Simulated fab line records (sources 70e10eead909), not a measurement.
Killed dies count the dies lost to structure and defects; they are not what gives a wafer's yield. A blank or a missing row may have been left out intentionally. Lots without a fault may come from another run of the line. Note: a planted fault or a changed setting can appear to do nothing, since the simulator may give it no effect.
What tool caused it? -- flow nand-harc -- 10 lots with 30 wafers sampled at 5 steps, on a route of 1302 steps

## WHAT EACH GAUGE READ, for each wafer
NHARC_A_CHANNEL_HOLE_D2_CD_MEAS_31.
lot,measured,on,cd-nm (nm)
L563,day 14 19:15,cd-sem-03,90.0 91.0 90.1
L566,day 15 10:17,cd-sem-02,91.5 92.0 90.1
L567,day 16 17:40,cd-sem-02,88.4 91.0 88.4
L570,day 17 09:19,cd-sem-01,92.6 91.1 92.6
L572,day 17 19:41,cd-sem-01,89.7 89.4 91.0
L576,day 19 17:04,cd-sem-02,0.6 0.3 0.6 0.6 0.4 0.5
L575,day 19 18:08,cd-sem-01,0.4 1.5 -0.2 0.4 1.0 -0.3
L577,day 20 03:31,cd-sem-01,92.0 89.7 91.5
L583,day 22 19:38,cd-sem-02,90.8 91.4 91.5
L584,day 22 19:46,cd-sem-02,88.5 91.4 88.9

## WHICH TOOL RAN EACH LOT (tool, then ch and the chambers of the sampled wafers, then the start)
lot,NHARC_A_CHANNEL_HOLE_D2_ETCH_38,NHARC_A_CHANNEL_HOLE_D2_ETCH_23,NHARC_A_CHANNEL_HOLE_D2_ETCH_25,NHARC_A_CHANNEL_HOLE_D2_ETCH_44
L563,"rie-diel-05 ch 0,1,3, day 14 10:15","har-etch-02 ch 0,1, day 14 15:16","har-etch-02 ch 0,1, day 14 16:46","rie-diel-09 ch 2,3, day 14 18:28"
L566,"rie-diel-09 ch 1,2,3, day 15 01:35","har-etch-02 ch 0,1, day 15 06:19","har-etch-02 ch 0,1, day 15 07:48","rie-diel-10 ch 0,3, day 15 09:29"
L567,"rie-diel-05 ch 0,1, day 16 10:53","har-etch-02 ch 0,1, day 16 13:25","har-etch-02 ch 0,1, day 16 14:53","rie-diel-10 ch 0,3, day 16 16:46"
L570,"rie-diel-05 ch 0,1, day 16 21:20","har-etch-01 ch 0,1, day 17 05:19","har-etch-01 ch 0,1, day 17 06:49","rie-diel-09 ch 0,3, day 17 08:31"
L572,"rie-diel-05 ch 0,1,3, day 17 10:31","har-etch-02 ch 0,1, day 17 15:43","har-etch-02 ch 0,1, day 17 17:12","rie-diel-05 ch 0,1,3, day 17 18:53"
L576,"rie-diel-05 ch 0,2, day 19 07:18","har-etch-02 ch 0,1, day 19 13:13","har-etch-02 ch 0,1, day 19 14:44","rie-diel-05 ch 0,1,3, day 19 16:16"
L575,"rie-diel-10 ch 0,1,3, day 19 08:05","har-etch-01 ch 0,1, day 19 14:04","har-etch-01 ch 0,1, day 19 15:31","rie-diel-09 ch 1,2,3, day 19 17:20"
L577,"rie-diel-10 ch 2,3, day 19 20:29","har-etch-01 ch 0, day 19 23:27","har-etch-01 ch 0, day 20 00:54","rie-diel-09 ch 0,1,2, day 20 02:44"
L583,"rie-diel-09 ch 1,2, day 22 12:59","har-etch-01 ch 0,1, day 22 15:46","har-etch-01 ch 0,1, day 22 17:17","rie-diel-05 ch 0,2,3, day 22 18:50"
L584,"rie-diel-05 ch 1,2,3, day 22 13:09","har-etch-02 ch 0,1, day 22 15:48","har-etch-02 ch 0,1, day 22 17:18","rie-diel-09 ch 0,3, day 22 18:59"
- NHARC_A_CHANNEL_HOLE_D2_ETCH_38: etches the open film in CF4, target depth 39 nm, time 65 s.
- NHARC_A_CHANNEL_HOLE_D2_ETCH_23: etches the open film in C4F8/O2/Ar, time 819 s, target depth 1600 nm.
- NHARC_A_CHANNEL_HOLE_D2_ETCH_25: etches the open film in C4F8/O2/Ar, time 1040.2 s, target depth 1500 nm.
- NHARC_A_CHANNEL_HOLE_D2_ETCH_44: etches the open film in CF4/O2, target depth 140 nm, overetch 14 nm, time 77 s.

## AS READ BY THE TOOLS THEMSELVES (means over the sampled wafers that have a number; for cases with no such wafer, the mark the record gives instead)
NHARC_A_CHANNEL_HOLE_D2_ETCH_38.
lot,tool,bias-w (W),cf4-flow-sccm (sccm),chamber-pressure-mTorr (mTorr),drypump-motor-current-A (A),oes-product-au (a.u.),rf-vpp-V (V),showerhead-plenum-p-Torr (Torr),throttle-valve-pct (%)
L563,rie-diel-05,99.97,150.0,50.00,5.9,1.015,151.0,1.75,13.285
L566,rie-diel-09,100.13,150.1,49.99,6.1,1.008,151.7,1.77,13.274
L567,rie-diel-05,100.03,149.7,50.02,6.1,0.995,152.2,1.81,13.277
L570,rie-diel-05,99.97,150.0,50.05,6.1,0.993,151.8,1.81,13.282
L572,rie-diel-05,99.99,150.2,50.04,6.0,1.010,150.8,1.75,13.286
L576,rie-diel-05,100.36,149.7,50.00,5.6,1.003,151.1,1.80,13.289
L575,rie-diel-10,99.92,150.4,50.01,5.6,0.998,151.6,1.76,13.292
L577,rie-diel-10,99.95,149.7,50.02,5.0,1.001,152.6,1.81,13.287
L583,rie-diel-09,100.17,150.4,50.01,6.4,0.999,150.6,1.73,13.285
L584,rie-diel-05,99.89,149.8,50.00,5.5,1.012,150.7,1.72,13.276

NHARC_A_CHANNEL_HOLE_D2_ETCH_23.
lot,tool,c4f8-flow-sccm (sccm),chamber-pressure-mTorr (mTorr),drypump-motor-current-A (A),he-backside-leak-sccm (sccm),oes-air-line-au (a.u.),showerhead-plenum-p-Torr (Torr),throttle-valve-pct (%)
L563,har-etch-02,89.42,20.019,6.2,6.4,1.000,3.72,32.156
L566,har-etch-02,89.42,19.985,6.5,7.1,0.994,3.82,32.156
L567,har-etch-02,89.38,19.995,6.2,6.8,0.992,3.71,32.146
L570,har-etch-01,89.34,20.002,5.4,5.7,0.972,3.57,32.153
L572,har-etch-02,89.36,20.015,6.2,5.4,1.003,3.92,32.154
L576,har-etch-02,-,-,-,-,-,-,-
L575,har-etch-01,-,-,-,-,-,-,-
L577,har-etch-01,89.08,19.998,5.4,5.5,1.014,3.50,32.159
L583,har-etch-01,89.40,19.989,5.4,5.8,1.017,3.53,32.152
L584,har-etch-02,89.29,20.006,6.5,5.6,0.996,3.88,32.145

NHARC_A_CHANNEL_HOLE_D2_ETCH_25.
lot,tool,c4f8-flow-sccm (sccm),chamber-pressure-mTorr (mTorr),drypump-motor-current-A (A),he-backside-leak-sccm (sccm),oes-air-line-au (a.u.),showerhead-plenum-p-Torr (Torr),throttle-valve-pct (%)
L563,har-etch-02,93.80,20.021,6.2,6.6,1.000,3.72,32.240
L566,har-etch-02,93.79,20.009,6.5,6.7,1.004,3.81,32.237
L567,har-etch-02,93.87,20.009,6.2,6.3,0.976,3.70,32.244
L570,har-etch-01,93.72,20.016,5.4,5.7,0.996,3.57,32.238
L572,har-etch-02,93.73,20.006,6.2,5.4,1.031,3.91,32.228
L576,har-etch-02,93.59,20.025,6.5,5.7,0.991,3.89,32.234
L575,har-etch-01,94.08,20.009,5.3,5.9,1.003,3.59,32.227
L577,har-etch-01,93.74,20.016,5.4,5.6,0.987,3.50,32.238
L583,har-etch-01,93.89,19.978,5.3,5.6,1.003,3.53,32.238
L584,har-etch-02,94.14,19.998,6.5,5.8,0.991,3.87,32.237

NHARC_A_CHANNEL_HOLE_D2_ETCH_44.
lot,tool,bias-w (W),cf4-flow-sccm (sccm),chamber-pressure-mTorr (mTorr),drypump-motor-current-A (A),oes-product-au (a.u.),rf-vpp-V (V),showerhead-plenum-p-Torr (Torr),throttle-valve-pct (%)
L563,rie-diel-09,100.0,80.13,29.974,5.8,0.985,198.5,1.34,13.405
L566,rie-diel-10,100.3,80.43,29.976,5.6,0.998,198.5,1.32,13.390
L567,rie-diel-10,100.1,80.15,30.000,5.6,0.999,197.9,1.32,13.404
L570,rie-diel-09,99.9,80.05,30.012,5.8,0.991,199.0,1.41,13.404
L572,rie-diel-05,100.0,79.85,29.998,6.0,1.009,197.1,1.32,13.392
L576,rie-diel-05,100.0,79.96,30.021,5.9,1.008,197.9,1.32,13.409
L575,rie-diel-09,100.0,80.18,30.011,6.1,0.997,197.5,1.34,13.410
L577,rie-diel-09,100.2,79.56,29.967,6.1,0.986,197.3,1.34,13.393
L583,rie-diel-05,100.0,80.09,29.994,5.9,1.008,198.4,1.33,13.399
L584,rie-diel-09,99.9,79.70,29.996,5.8,0.999,199.1,1.41,13.389

## THE ANSWER, worked out from the rows above alone
Rule: usual is defined by the lots themselves. Put in order of their means at a reading, lots are off if they are a third of the lots or fewer, leave a main group of 4 or more, and stand apart from it by a gap of 3 or more times the standard deviation of the main group's means; of several such gaps the widest counts. The tables above print the reading to a certain number of digits; a main group whose means all agree to those digits is not used. A lot without any number at a reading at which 4 lots or more have one is off too. Any other lot the step has rows for is counted as sound. The gauges are gone through in route order, then the tools' own readings, and for those a lot's mean is taken as printed above. The first step at which some lot is off is used, and at that step the reading that is off furthest; a lot without a number counts as furthest.
Off at NHARC_A_CHANNEL_HOLE_D2_CD_MEAS_31 (cd-nm): L576, L575. The main group has a mean of 90.6 nm with a standard deviation of 0.89.
A tool fits if, at a process step before that reading, it ran every lot that is off, and no sound lot after the first of them. Not tried: the gauges at NHARC_A_CHANNEL_HOLE_D2_CD_MEAS_31; whatever is off there is also off at NHARC_A_CHANNEL_HOLE_D2_ETCH_23, on other tools, and gauge error can't account for it. No candidate that was tried fits.

## WHAT THE SIMULATOR HAD INSERTED
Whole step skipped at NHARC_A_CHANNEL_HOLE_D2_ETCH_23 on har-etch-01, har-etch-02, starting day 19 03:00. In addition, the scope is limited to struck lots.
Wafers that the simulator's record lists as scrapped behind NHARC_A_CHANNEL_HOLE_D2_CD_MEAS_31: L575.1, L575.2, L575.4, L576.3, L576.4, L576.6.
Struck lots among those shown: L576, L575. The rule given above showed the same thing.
